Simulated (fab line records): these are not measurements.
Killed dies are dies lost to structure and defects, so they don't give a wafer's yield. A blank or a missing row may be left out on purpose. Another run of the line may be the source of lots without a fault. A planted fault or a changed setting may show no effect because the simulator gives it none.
Lot-split experiment | flow n5_finfet | 21 wafers read across 7 lots, on a route 1938 steps long

ON THE SPLIT
At N5_BEOL_M8_DESCUM_33 (chemistry O2, time 7 s), the setting time_s was moved away from the recipe's 7 s on 10 of the 21 wafers read, by -21.7% to +10.4%. This setting was run at the recipe's value on the other wafers.

The file shows no step between the split and the reading.

THE READING
CAR-EUV_of_BEOL_M8_COAT_22.thk_nm (the simulator's own value, which no gauge read), in nm, at N5_BEOL_M8_ETCH_72 (etches underlayer in N2/H2, target depth 6.5 nm, time 5.2 s). The file does not state a usual value for it. Here, 11 wafers ran the recipe; their average is 20.3 nm with a standard deviation of 0.089 nm.

wafer  | tool, chamber at the split | time_s as run, s | against the recipe | CAR-EUV_of_BEOL_M8_COAT_22.thk_nm, nm | against lot-mates on the recipe
L080.1 | rie_diel-03, 2,3           | 7                | recipe             | 20.4                                  | -
L080.4 | rie_diel-03, 1             | 7                | recipe             | 20.4                                  | -
L080.6 | rie_diel-03, 2,3           | 7                | recipe             | 20.4                                  | -
L081.3 | rie_diel-04, 3             | 5.479            | -21.7%             | 21.2                                  | +0.8
L081.4 | rie_diel-04, 1             | 5.479            | -21.7%             | 21.2                                  | +0.8
L081.5 | rie_diel-04, 2             | 7                | recipe             | 20.4                                  | -
L085.3 | rie_diel-05, 3             | 7                | recipe             | 20.4                                  | -
L085.4 | rie_diel-05, 2,3           | 5.914            | -15.5%             | 21                                    | +0.6
L085.5 | rie_diel-05, 2,3           | 5.914            | -15.5%             | 20.8                                  | +0.4
L089.2 | rie_diel-05, 2,3           | 5.556            | -20.6%             | 21.2                                  | +0.8
L089.4 | rie_diel-05, 2,3           | 5.556            | -20.6%             | 21.2                                  | +0.8
L089.5 | rie_diel-05, 1             | 7                | recipe             | 20.4                                  | -
L092.1 | rie_diel-04, 2,1           | 6.073            | -13.2%             | 20.8                                  | +0.6
L092.4 | rie_diel-04, 2,1           | 6.073            | -13.2%             | 20.8                                  | +0.6
L092.6 | rie_diel-04, 3             | 7                | recipe             | 20.2                                  | -
L095.3 | rie_diel-05, 1             | 7                | recipe             | 20.4                                  | -
L095.4 | rie_diel-05, 2,1           | 7.728            | +10.4%             | 20                                    | -0.4
L095.5 | rie_diel-05, 2,1           | 7.728            | +10.4%             | 20                                    | -0.4
L094.3 | rie_diel-05, 0,3           | 7                | recipe             | 20.2                                  | -
L094.4 | rie_diel-05, 0,3           | 7                | recipe             | 20.2                                  | -
L094.5 | rie_diel-05, 2             | 7                | recipe             | 20.4                                  | -
Rows listing several chambers each stand for several wafers; the file does not say which wafer went through which chamber.

FIT RESULTS
A straight line over all 21 wafers: CAR-EUV_of_BEOL_M8_COAT_22.thk_nm changes by -0.038 nm for each +1% of time_s; r = -0.98; the points scatter about the line by 0.083 nm.
The same after taking each lot's own level away (the mean of its wafers on the recipe; 21 wafers): -0.0378 nm for each +1%; r = -0.99; scatter 0.066 nm.
According to that fit, moving time_s by its largest amount changes the reading by 0.82 nm.
The span of the lots' own levels, 20.20 to 20.40 nm, comes to 2.2 times the standard deviation stated above.
The two slopes agree, so the slope changes little with the lot-to-lot level.
Check: for one of the wafers moved furthest among these (-21.7%), held out of the fit, the line's prediction against its lot-mates is +0.826 nm. Against them it came out at +0.8 nm.

OTHER SPLITS APPLIED TO THESE WAFERS
These wafers also went through other splits before the reading. Each is held against what the fit with the lots' levels taken away leaves over:
other split on the same wafers | wafers away from the commonest value | r with CAR-EUV_of_BEOL_M8_COAT_22.thk_nm (lot level and that fit taken away)
N5_BEOL_M8_EXPOSE_08 dose_mj   | 7                                    | -0.34

THE WHOLE CHAIN: every reading that the file lists as answering this split, in the file's order
step                 | what it does                                                | reading                                                                            | change (the file's fit)                | r (the file's)
N5_BEOL_M8_DESCUM_33 | chemistry O2, time 7 s                                      | CAR-EUV_of_BEOL_M8_COAT_22.thk_nm (the simulator's own value, which no gauge read) | -0.0337 nm for each +1% of the setting | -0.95
N5_BEOL_M8_ETCH_72   | etches underlayer in N2/H2, target depth 6.5 nm, time 5.2 s | CAR-EUV_of_BEOL_M8_COAT_22.thk_nm (the simulator's own value, which no gauge read) | -0.0378 nm for each +1% of the setting | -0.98

FILE'S OWN FIT
CAR-EUV_of_BEOL_M8_COAT_22.thk_nm changes by -0.0378 nm for each +1% of time_s, r = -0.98.
